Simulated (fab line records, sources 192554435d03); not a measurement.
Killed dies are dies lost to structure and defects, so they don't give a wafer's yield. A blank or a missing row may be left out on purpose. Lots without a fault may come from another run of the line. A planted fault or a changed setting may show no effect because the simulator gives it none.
Split-lot experiment | flow n5_finfet | 7 lots, 21 wafers read, on a route of 1938 steps

THE SPLIT
At N5_BEOL_M2_ETCH_70 (etches SOC in N2/H2, target depth 80 nm, overetch 24 nm, time 130 s), the setting bias_w was moved away from the recipe's 150 W on 3 of the 21 wafers read, by -11.3% to +11.7%. The other wafers ran this setting at the recipe's value.

The reading is taken at the split's own step.

THE READING
rf_vpp_V, in V, at N5_BEOL_M2_ETCH_70 (etches SOC in N2/H2, target depth 80 nm, overetch 24 nm, time 130 s). Fault-free wafers of this fab line usually give 525.1 V, standard deviation 2.4 V.

wafer  | tool, chamber at the split | bias_w as run, W | against the recipe | rf_vpp_V, V | against lot-mates on the recipe
L076.3 | rie_diel-01, 3             | 150              | recipe             | 524.6       | -
L076.4 | rie_diel-01, 1             | 150              | recipe             | 528.6       | -
L076.6 | rie_diel-01, 1             | 150              | recipe             | 526.8       | -
L079.1 | rie_diel-01, 2             | 150              | recipe             | 526.5       | -
L079.4 | rie_diel-01, 1             | 150              | recipe             | 529.7       | -
L079.6 | rie_diel-01, 3             | 150              | recipe             | 524.2       | -
L086.1 | rie_diel-02, 2             | 150              | recipe             | 527.8       | -
L086.2 | rie_diel-02, 1             | 150              | recipe             | 526.8       | -
L086.3 | rie_diel-02, 0             | 150              | recipe             | 524.2       | -
L091.1 | rie_diel-02, 3             | 150              | recipe             | 525.3       | -
L091.2 | rie_diel-02, 1             | 150              | recipe             | 526.8       | -
L091.4 | rie_diel-02, 0             | 150              | recipe             | 522.1       | -
L092.2 | rie_diel-02, 1             | 150              | recipe             | 526.8       | -
L092.4 | rie_diel-02, 0             | 150              | recipe             | 523.7       | -
L092.6 | rie_diel-02, 3             | 150              | recipe             | 523.4       | -
L094.1 | rie_diel-01, 2             | 150              | recipe             | 523.2       | -
L094.2 | rie_diel-01, 1             | 150              | recipe             | 528.5       | -
L094.6 | rie_diel-01, 3             | 167.5            | +11.7%             | 562.0       | +36.1
L096.1 | rie_diel-01, 0             | 133.1            | -11.3%             | 487.8       | -35.6
L096.2 | rie_diel-01, 1             | 133.1            | -11.3%             | 490.3       | -33.1
L096.6 | rie_diel-01, 3             | 150              | recipe             | 523.4       | -

THE FIT
A straight line over all 21 wafers: rf_vpp_V changes by +3.2 V for each +1% of bias_w; r = +0.99; the points scatter about the line by 2.1 V.
The same after taking each lot's own level away (the mean of its wafers on the recipe; 21 wafers): +3.07 V for each +1%; r = +0.99; scatter 1.9 V.
On that fit, the largest move of bias_w shifts the reading by 36 V.
The lots' own levels span 523.40 to 526.80 V, that is 1.4 times the standard deviation above.
So the lot-to-lot level changes the slope little: the two slopes agree.
Check: with one of the wafers moved furthest among these (+11.7%) left out of the fit, the line predicts +35.6 V for it against its lot-mates. It came out at +36.1 V against them.
Tool readings at the split's step, against how far the setting was moved: rf_vpp_V r = +0.99.

OTHER SPLITS ON THESE WAFERS
These wafers also went through other splits before the reading. Each is held against what the fit with the lots' levels taken away leaves over:
other split on the same wafers | wafers away from the commonest value | r with rf_vpp_V (lot level and that fit taken away)
N5_BEOL_M1_COAT_61 spin_rpm    | 7                                    | +0.11
N5_BEOL_M2_ETCH_69 bias_w      | 8                                    | +0.05

THE FILE'S OWN FIT
rf_vpp_V changes by +3.08 V for each +1% of bias_w, r = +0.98.
